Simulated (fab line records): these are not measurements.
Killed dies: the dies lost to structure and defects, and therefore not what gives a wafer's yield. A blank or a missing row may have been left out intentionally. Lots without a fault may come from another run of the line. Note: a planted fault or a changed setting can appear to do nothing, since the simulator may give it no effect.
Chamber matching / flow n5_finfet / rie_diel-05 running N5_BEOL_M13_DESCUM_15: 4 sister chambers
The step chemistry O2, time 7.9 s. 14 wafers are shown with their chamber, then 7 later ones without.

## WAFERS WITH THEIR CHAMBER
wafer=L079.1; chamber=2; drypump_motor_current_A (A)=5.7; oes_product_au (a.u.)=0.69; showerhead_plenum_p_Torr (Torr)=2.05
wafer=L079.2; chamber=0; drypump_motor_current_A (A)=5.3; oes_product_au (a.u.)=0.92; showerhead_plenum_p_Torr (Torr)=2.05
wafer=L079.3; chamber=3; drypump_motor_current_A (A)=5.9; oes_product_au (a.u.)=0.90; showerhead_plenum_p_Torr (Torr)=2.04
wafer=L084.1; chamber=2; drypump_motor_current_A (A)=5.6; oes_product_au (a.u.)=0.69; showerhead_plenum_p_Torr (Torr)=2.05
wafer=L084.2; chamber=0; drypump_motor_current_A (A)=5.3; oes_product_au (a.u.)=0.91; showerhead_plenum_p_Torr (Torr)=2.05
wafer=L084.3; chamber=3; drypump_motor_current_A (A)=5.9; oes_product_au (a.u.)=0.89; showerhead_plenum_p_Torr (Torr)=2.04
wafer=L076.2; chamber=1; drypump_motor_current_A (A)=5.9; oes_product_au (a.u.)=0.85; showerhead_plenum_p_Torr (Torr)=2.03
wafer=L076.4; chamber=3; drypump_motor_current_A (A)=5.9; oes_product_au (a.u.)=0.88; showerhead_plenum_p_Torr (Torr)=2.04
wafer=L076.6; chamber=0; drypump_motor_current_A (A)=5.3; oes_product_au (a.u.)=0.90; showerhead_plenum_p_Torr (Torr)=2.04
wafer=L082.1; chamber=0; drypump_motor_current_A (A)=5.3; oes_product_au (a.u.)=0.87; showerhead_plenum_p_Torr (Torr)=2.04
wafer=L082.5; chamber=1; drypump_motor_current_A (A)=5.9; oes_product_au (a.u.)=0.83; showerhead_plenum_p_Torr (Torr)=2.03
wafer=L082.6; chamber=2; drypump_motor_current_A (A)=5.7; oes_product_au (a.u.)=0.68; showerhead_plenum_p_Torr (Torr)=2.04
wafer=L085.1; chamber=2; drypump_motor_current_A (A)=5.7; oes_product_au (a.u.)=0.68; showerhead_plenum_p_Torr (Torr)=2.04
wafer=L085.4; chamber=0; drypump_motor_current_A (A)=5.3; oes_product_au (a.u.)=0.88; showerhead_plenum_p_Torr (Torr)=2.04

SIGNATURES (averages over the wafers above)
reading=drypump_motor_current_A; chamber 0=5.300; chamber 1=5.900; chamber 2=5.675; chamber 3=5.900; scatter within a chamber=0.0274
reading=oes_product_au; chamber 0=0.8960; chamber 1=0.8400; chamber 2=0.6850; chamber 3=0.8900; scatter within a chamber=0.0149
reading=showerhead_plenum_p_Torr; chamber 0=2.0440; chamber 1=2.0300; chamber 2=2.0450; chamber 3=2.0400; scatter within a chamber=0.00469
Rule: distance of a wafer from a chamber = root of the sum over the readings of ((wafer's reading minus chamber's mean) / reading's scatter) squared. The wafer belongs to the nearest chamber; if the next one is less than 2 further off, it can't be placed. The scatter is the square root of a quotient: the sum, over the shown wafers, of each reading's squared deviation from its chamber's mean, divided by wafers minus chambers.

## WAFERS WITH NO CHAMBER GIVEN
wafer=L085.5; drypump_motor_current_A (A)=5.9; oes_product_au (a.u.)=0.84; showerhead_plenum_p_Torr (Torr)=2.03
wafer=L091.2; drypump_motor_current_A (A)=5.9; oes_product_au (a.u.)=0.83; showerhead_plenum_p_Torr (Torr)=2.03
wafer=L091.4; drypump_motor_current_A (A)=5.9; oes_product_au (a.u.)=0.87; showerhead_plenum_p_Torr (Torr)=2.04
wafer=L091.5; drypump_motor_current_A (A)=5.7; oes_product_au (a.u.)=0.68; showerhead_plenum_p_Torr (Torr)=2.04
wafer=L092.2; drypump_motor_current_A (A)=5.7; oes_product_au (a.u.)=0.68; showerhead_plenum_p_Torr (Torr)=2.04
wafer=L092.3; drypump_motor_current_A (A)=5.9; oes_product_au (a.u.)=0.83; showerhead_plenum_p_Torr (Torr)=2.02
wafer=L092.4; drypump_motor_current_A (A)=5.6; oes_product_au (a.u.)=0.67; showerhead_plenum_p_Torr (Torr)=2.04

## THE CHAMBER EACH PASSED THROUGH
wafer=L085.5; from the rows above=1; in truth=1
wafer=L091.2; from the rows above=1; in truth=1
wafer=L091.4; from the rows above=can't be placed: 3 or 1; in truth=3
wafer=L091.5; from the rows above=2; in truth=2
wafer=L092.2; from the rows above=2; in truth=2
wafer=L092.3; from the rows above=1; in truth=1
wafer=L092.4; from the rows above=2; in truth=2
Correctly placed: 6 of 7. Cannot be placed on the basis of these rows: 1; the candidates contain the true chamber in 1. 0 placed wrongly.
